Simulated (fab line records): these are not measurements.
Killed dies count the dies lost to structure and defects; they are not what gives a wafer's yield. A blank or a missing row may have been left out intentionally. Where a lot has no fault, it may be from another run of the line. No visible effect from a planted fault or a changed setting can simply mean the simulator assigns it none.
fab line records	flow n5Finfet	part 2 of 2: steps 5 to 6 of 6
record: lots: 22	wafers: 66	lastDay: 18
route steps=1938 shown DUMMY_GATE@245 SPACER0@259 SD_EPI_N@271 SD_EPI_P@308
lots untouched by any fault: they come from a run of this same line in which no faults occurred
startH: hours from the record's first day to the start of the lot's first wafer shown	waitH: hours since the lot's step before	" as in the row above	L1.1+2: a row that stands for several wafers	- either no value or no given start	* or withheld: withheld	< > ~ a bound
route shown NAME@n: names a module that has steps shown in the file, with the first one's number in the route	usual: mean/standard deviation taken from wafers without a fault	same: alike in all rows	chamber/n: place in a boat	sites: the reading at each site	_std_site: how widely they spread, as a standard deviation	_edge_site: the outer-site mean with the inner-site mean subtracted	radiusMm: for every site, how far away it sits from the centre of the wafer	mask NAME#n: copy n	behind: the last tool/chamber to shape the wafer	hold: cause of the lot's hold/its duration in hours/its outcome	device: the n, p or np transistor that did not switch	end of line: the same wafers' tests at the end of the route	where a step has no rows: the recipe by itself	killed: at the first sort, the dies lost to defects and structure; wafer yield is something else	map: the dies of a wafer, with x for killed, . for not killed, _ for no die there
set.NAME: setting as actually run; set.NAME@STEP: the setting as run at that earlier step	model.NAME: the simulator's own value behind a step, which no gauge read
route steps across a sampled set of lots; one table per step, one row per wafer
services: from which hour (startH, from the record's first day; less than 0 if before it) a tool's chamber was out of use, for how many hours, and why
== steps ==
step: N5_SD_EPI_N_OVL_MEAS_10
recipe: pointsPerWafer: 44
usual: SD_N_BLK_OVL: -0.2/0.72
lot.wafer	tool	chamber	startH	waitH	SD_N_BLK_OVL[nm]
L074.3	overlay-01	0	50.84	0.0	-0.4
L074.5	"	0	"	"	0.3
L074.6	"	0	"	"	0.1
L075.2	overlay-02	0	57.07	0.0	-1.2
L075.4	"	0	"	"	-1.2
L075.6	"	0	"	"	-0.9
L076.1	overlay-01	0	61.45	0.0	-1.6
L076.4	"	0	"	"	1.1
L076.5	"	0	"	"	0.4
L077.1	overlay-02	0	66.90	0.0	-0.1
L077.4	"	0	"	"	-0.6
L077.6	"	0	"	"	0.0
L078.1	overlay-02	0	74.97	0.0	0.2
L078.5	"	0	"	"	-1.9
L078.6	"	0	"	"	-0.1
L080.1	overlay-01	0	86.75	0.0	-0.3
L080.3	"	0	"	"	-1.3
L080.6	"	0	"	"	-0.5
L081.1	overlay-02	0	91.77	0.0	0.1
L081.2	"	0	"	"	-0.1
L081.5	"	0	"	"	-0.5
L082.3	overlay-01	0	99.74	0.0	0.5
L082.4	"	0	"	"	0.8
L082.6	"	0	"	"	-0.3
L083.2	overlay-02	0	102.93	0.0	0.1
L083.4	"	0	"	"	0.4
L083.6	"	0	"	"	0.5
L084.2	overlay-01	0	109.01	0.0	-0.4
L084.3	"	0	"	"	-0.8
L084.4	"	0	"	"	-0.5
L085.1	overlay-02	0	117.36	0.0	0.2
L085.2	"	0	"	"	0.9
L085.5	"	0	"	"	0.2
L086.2	overlay-01	0	122.07	0.0	-1.0
L086.3	"	0	"	"	-0.9
L086.5	"	0	"	"	-0.2
L087.1	overlay-01	0	126.47	0.0	-0.4
L087.4	"	0	"	"	-1.4
L087.5	"	0	"	"	0.2
L088.2	overlay-01	0	134.53	0.0	-0.2
L088.4	"	0	"	"	-0.2
L088.5	"	0	"	"	0.3
L089.1	overlay-01	0	139.50	0.0	-1.3
L089.5	"	0	"	"	-0.9
L089.6	"	0	"	"	-0.2
L090.3	overlay-02	0	146.10	0.0	1.6
L090.4	"	0	"	"	-0.8
L090.6	"	0	"	"	-0.9
L091.1	overlay-02	0	150.86	0.0	-1.0
L091.5	"	0	"	"	-0.6
L091.6	"	0	"	"	-0.6
L092.1	overlay-02	0	158.41	0.0	-0.4
L092.3	"	0	"	"	0.0
L092.4	"	0	"	"	0.8
L093.1	overlay-02	0	165.80	0.0	-1.3
L093.4	"	0	"	"	-0.2
L093.6	"	0	"	"	0.6
L094.2	overlay-01	0	170.43	0.0	-0.4
L094.4	"	0	"	"	0.2
L094.5	"	0	"	"	-0.5
L095.3	overlay-02	0	177.28	0.0	0.3
L095.5	"	0	"	"	-0.5
L095.6	"	0	"	"	-0.8
L096.1	overlay-02	0	181.53	0.0	0.4
L096.4	"	0	"	"	-0.5
L096.5	"	0	"	"	-0.6
step: N5_SD_EPI_P_ETCH_37
recipe: chemistry: N2/H2	target: SOC	overetchA: 1080	maskMaterial: SiARC	tempC: 40	ionEnergyEv: 100	sourceW: 3000	biasW: 133	pressureMtorr: 20	timeS: 486	n2FlowSccm: 200	h2FlowSccm: 200	ends: endPoint
usual: biasW: 133.0/0.41	drypumpMotorCurrentA: 5.7/0.48	oesProductAu: 0.70/0.072	rfVppV: 240.6/1.5	showerheadPlenumPTorr: 2.54/0.09	throttleValvePct: 23.80/0.3
lot.wafer	tool	chamber	startH	waitH	biasW	drypumpMotorCurrentA	oesProductAu	rfHoursCounterH	rfVppV	showerheadPlenumPTorr	throttleValvePct
L074.3	rieDiel-01	3	56.12	0.0	133.2	6.6	0.67	131	241.7	2.66	24.16
L074.5	"	3	"	"	132.9	6.6	0.68	-	243.1	2.66	24.15
L074.6	"	2	"	"	133.3	5.7	0.66	-	240.4	2.50	23.98
L075.2	rieDiel-02	2	62.10	0.0	133.1	5.6	0.66	183	241.4	2.42	23.72
L075.4	"	0	"	"	133.9	5.2	0.86	0	240.1	2.49	23.87
L075.6	"	2	"	"	132.6	5.6	0.66	-	237.4	2.42	23.72
L076.1	rieDiel-01	2	65.95	0.0	133.4	5.7	0.66	202	240.5	2.49	23.98
L076.4	"	1	"	"	132.8	6.6	0.65	-	239.3	2.41	23.37
L076.5	"	2	"	"	133.6	5.7	0.66	-	239.7	2.49	24.00
L077.1	rieDiel-02	3	71.89	0.0	132.7	5.5	0.84	12	241.1	2.67	23.39
L077.4	"	1	"	"	132.9	6.2	0.68	160	240.7	2.54	23.82
L077.6	"	0	"	"	133.0	5.3	0.85	-	238.6	2.49	23.86
L078.1	rieDiel-02	1	81.74	0.0	133.3	6.3	0.67	163	239.9	2.54	23.84
L078.5	"	2	"	"	132.8	5.6	0.66	-	238.5	2.42	23.71
L078.6	"	3	"	"	132.7	5.5	0.85	-	243.1	2.67	23.39
L080.1	rieDiel-03	0	91.42	0.0	132.5	5.6	0.66	194	240.3	2.63	24.10
L080.3	"	1	"	"	132.6	5.7	0.69	156	237.7	2.45	24.24
L080.6	"	0	"	"	133.5	5.6	0.66	-	242.4	2.63	24.10
L081.1	rieDiel-03	0	98.51	0.0	132.2	5.6	0.66	197	240.8	2.62	24.09
L081.2	"	1	"	"	132.9	5.7	0.68	158	239.4	2.45	24.24
L081.5	"	2	"	"	132.5	5.3	0.64	-	241.4	2.60	23.83
L082.3	rieDiel-01	3	104.95	0.0	132.9	6.6	0.66	149	243.6	2.66	24.19
L082.4	"	0	"	"	133.1	5.6	0.84	7	241.2	2.59	23.22
L082.6	"	2	"	"	133.2	5.7	0.65	-	239.4	2.49	24.02
L083.2	rieDiel-03	0	108.27	0.0	133.0	5.7	0.66	199	243.2	2.62	24.08
L083.4	"	3	"	"	132.9	5.0	0.66	179	240.6	2.54	23.96
L083.6	"	1	"	"	132.9	5.7	0.68	-	239.5	2.45	24.26
L084.2	rieDiel-02	0	114.00	0.0	133.1	5.2	0.80	16	240.0	2.49	23.86
L084.3	"	3	"	"	133.3	5.5	0.82	26	241.2	2.67	23.40
L084.4	"	2	"	"	133.3	5.6	0.66	199	239.3	2.41	23.75
L085.1	rieDiel-01	3	121.95	0.0	133.5	6.6	0.66	153	241.3	2.65	24.19
L085.2	"	1	"	"	133.5	6.6	0.63	207	239.1	2.40	23.38
L085.5	"	2	"	"	133.3	5.7	0.65	-	240.1	2.49	24.03
L086.2	rieDiel-03	1	126.53	0.0	132.7	5.7	0.68	166	240.2	2.44	24.26
L086.3	"	2	"	"	132.7	5.3	0.63	213	241.9	2.60	23.86
L086.5	"	2	"	"	132.9	5.3	0.63	-	242.5	2.60	23.84
L087.1	rieDiel-02	3	131.05	0.0	132.4	5.5	0.81	30	242.0	2.66	23.42
L087.4	"	1	"	"	132.7	6.2	0.66	177	240.7	2.53	23.86
L087.5	"	0	"	"	132.6	5.3	0.79	-	240.0	2.49	23.88
L088.2	rieDiel-02	3	139.16	0.0	132.5	5.5	0.81	34	243.3	2.66	23.40
L088.4	"	1	"	"	132.6	6.2	0.67	180	241.8	2.53	23.86
L088.5	"	1	"	"	132.6	6.3	0.66	-	240.8	2.53	23.85
L089.1	rieDiel-02	3	144.83	0.0	132.8	5.5	0.80	36	243.1	2.66	23.41
L089.5	"	1	"	"	132.2	6.3	0.66	-	240.3	2.53	23.86
L089.6	"	2	"	"	133.5	5.6	0.65	-	238.6	2.41	23.74
L090.3	rieDiel-01	3	151.25	0.0	133.2	6.6	0.65	160	241.5	2.65	24.21
L090.4	"	2	"	"	133.1	5.7	0.64	226	240.6	2.48	24.03
L090.6	"	0	"	"	133.2	5.6	0.81	-	239.1	2.58	23.23
L091.1	rieDiel-01	3	157.27	0.0	133.7	6.6	0.65	162	241.8	2.65	24.21
L091.5	"	0	"	"	132.9	5.6	0.81	-	240.6	2.58	23.24
L091.6	"	3	"	"	132.7	6.6	0.65	-	240.6	2.65	24.21
L092.1	rieDiel-01	0	163.36	0.0	133.0	5.6	0.82	22	243.1	2.58	23.24
L092.3	"	3	"	"	132.8	6.6	0.65	164	242.3	2.65	24.20
L092.4	"	2	"	"	132.2	5.7	0.64	229	240.4	2.48	24.03
L093.1	rieDiel-02	3	170.82	0.0	133.0	5.5	0.79	43	243.1	2.66	23.42
L093.4	"	2	"	"	132.5	5.6	0.64	217	239.5	2.40	23.77
L093.6	"	0	"	"	133.2	5.2	0.77	-	239.6	2.48	23.90
L094.2	rieDiel-02	2	175.79	0.0	134.0	5.6	0.64	218	237.9	2.40	23.77
L094.4	"	1	"	"	133.5	6.3	0.66	189	240.5	2.53	23.87
L094.5	"	0	"	"	132.7	5.3	0.76	-	240.7	2.48	23.90
L095.3	rieDiel-03	1	182.82	0.0	133.0	5.7	0.66	183	238.7	2.44	24.27
L095.5	"	0	"	"	133.0	5.7	0.65	-	241.1	2.61	24.14
L095.6	"	1	"	"	133.3	5.7	0.67	-	237.3	2.44	24.26
L096.1	rieDiel-02	0	186.16	0.0	132.8	5.3	0.76	39	241.5	2.48	23.93
L096.4	"	1	"	"	133.1	6.2	0.66	194	239.9	2.53	23.87
L096.5	"	0	"	"	132.7	5.3	0.76	-	239.2	2.48	23.90
== services ==
tool	chamber	startH	hours	kind
rieDiel-02	0	28.19	-	clean
rieDiel-02	0	28.19	-	consumableReplace:focusRing
rieDiel-02	0	28.19	17.2	scheduledDown
rieDiel-02	0	28.19	17.2	ventCycle
aldSin-03	-	30.24	0.7	repair
aldSin-03	-	42.67	4.3	pm
rieDiel-02	-	46.21	15.6	pm
rieDiel-03	3	48.58	9.8	repair
rieDiel-01	3	50.91	4.7	repair
rieDiel-01	0	55.60	-	clean
rieDiel-01	0	55.60	-	consumableReplace:focusRing
rieDiel-01	0	55.60	23.9	scheduledDown
rieDiel-01	0	55.60	23.9	ventCycle
rieDiel-03	1	76.00	12.8	repair
aldSin-01	-	85.25	14.0	pm
aldSin-01	0	85.25	14.0	ventCycle
aldSin-01	1	85.25	14.0	ventCycle
aldSin-01	2	85.25	19.8	ventCycle
aldSin-01	3	85.25	14.0	ventCycle
rieDiel-01	-	94.55	4.1	repair
rieSi-02	2	95.57	6.3	repair
aldSin-01	-	145.61	14.6	pm
aldSin-02	2	161.86	7.6	repair
aldSin-01	0	163.64	3.5	repair
